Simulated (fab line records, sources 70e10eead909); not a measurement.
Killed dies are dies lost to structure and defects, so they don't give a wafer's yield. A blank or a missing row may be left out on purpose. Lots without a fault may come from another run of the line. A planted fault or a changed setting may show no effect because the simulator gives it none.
Chamber matching | flow nand_harc | NHARC_A_CHANNEL_FILL_D1_ALD_02 on ald_hk-03: 4 sister chambers
The step deposits SiO2, target thk 6 nm, pulse time 10 s, ald cycles 60. 16 wafers are shown with their chamber, then 8 later ones without.

WAFERS WITH THEIR CHAMBER
wafer  | chamber | heater_power_w (W) | precursor_pulse_height_rel
L080.1 | 1       | 482                | 1.014
L080.4 | 0       | 461                | 1.028
L080.5 | 3       | 364                | 1.019
L086.1 | 2       | 494                | 0.973
L086.3 | 1       | 496                | 1.012
L086.5 | 2       | 493                | 1.003
L088.2 | 2       | 485                | 1.000
L088.3 | 0       | 471                | 0.978
L088.4 | 1       | 497                | 1.029
L087.2 | 0       | 471                | 0.997
L087.3 | 2       | 478                | 1.016
L087.5 | 2       | 496                | 0.973
L089.4 | 1       | 494                | 0.988
L089.5 | 1       | 491                | 0.938
L089.6 | 2       | 490                | 0.970
L091.1 | 3       | 359                | 0.990

SIGNATURES (means of the wafers above)
reading                    | chamber 0 | chamber 1 | chamber 2 | chamber 3 | scatter within a chamber
heater_power_w             | 467.67    | 492.00    | 489.33    | 361.50    | 6.14
precursor_pulse_height_rel | 1.00100   | 0.99620   | 0.98917   | 1.00450   | 0.0269
Rule: a wafer's distance from a chamber is the root of the sum, over the readings, of the square of ((its reading less the chamber's mean) divided by the reading's scatter). The wafer belongs to the nearest chamber; if the next one is less than 2 further off, it can't be placed. The scatter: the root of (the sum of the squares of (reading less its chamber's mean) over the shown wafers, divided by (wafers less chambers)).

WAFERS WITHOUT THEIR CHAMBER
wafer  | heater_power_w (W) | precursor_pulse_height_rel
L091.2 | 485                | 1.008
L091.6 | 375                | 1.010
L096.3 | 481                | 0.985
L096.4 | 369                | 1.008
L096.5 | 461                | 0.974
L095.1 | 495                | 1.009
L095.4 | 483                | 0.994
L095.6 | 489                | 0.991

WHICH CHAMBER EACH WENT THROUGH
wafer  | from the rows above          | in truth
L091.2 | can't be placed: 2 or 1 or 0 | 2
L091.6 | 3                            | 3
L096.3 | can't be placed: 2 or 1 or 0 | 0
L096.4 | 3                            | 3
L096.5 | 0                            | 0
L095.1 | can't be placed: 1 or 2      | 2
L095.4 | can't be placed: 2 or 1 or 0 | 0
L095.6 | can't be placed: 2 or 1      | 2
Placed correctly: 3 of 8. Can't be placed from these rows: 5 (the true chamber is among the candidates in 5). Placed wrongly: 0.
